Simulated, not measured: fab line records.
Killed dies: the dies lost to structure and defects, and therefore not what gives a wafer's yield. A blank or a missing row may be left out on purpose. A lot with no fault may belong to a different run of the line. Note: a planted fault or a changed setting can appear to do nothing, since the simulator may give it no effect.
Chamber matching | flow n5_finfet | N5_BEOL_M0_SAQP_PECVD_96 on pecvd-03 has 3 sister chambers
The step deposits a-Si from SiH4/He, target thk 45 nm, time 45.2 s. 3 wafers are shown with their chamber, then 10 later ones without.

== WAFERS PAIRED WITH THEIR CHAMBERS ==
wafer  | chamber | throttle_valve_pct (%)
L085.5 | 1       | 19.8
L088.2 | 0       | 16.3
L088.4 | 2       | 22.1

== WAFERS WITH NO CHAMBER GIVEN ==
wafer  | throttle_valve_pct (%)
L088.6 | 16.3
L092.3 | 16.2
L092.4 | 19.7
L092.5 | 16.3
L093.1 | 16.4
L093.2 | 19.7
L093.5 | 16.1
L096.2 | 19.9
L096.3 | 16.5
L096.6 | 16.6

== CHAMBER TAKEN BY EACH ==
wafer  | from the rows above | in truth
L088.6 | 0                   | 0
L092.3 | 0                   | 0
L092.4 | 1                   | 1
L092.5 | 0                   | 0
L093.1 | 0                   | 0
L093.2 | 1                   | 1
L093.5 | 0                   | 0
L096.2 | 1                   | 1
L096.3 | 0                   | 0
L096.6 | 0                   | 0
Correctly placed: 10 of 10. Number that these rows cannot place: 0. 0 placed wrongly.
How it was worked out, from the rows above alone: a wafer's distance from a chamber is the root of the sum, over the readings, of the square of ((its reading less the chamber's mean) divided by the reading's scatter). If the next closest chamber is less than 2 further off than the closest, the wafer can't be placed; otherwise it belongs to the closest. For every chamber, the mean is computed from those of its wafers that are shown. The scatter: root of mean squared gap, hidden wafer to nearest shown wafer, with one shown wafer a chamber.
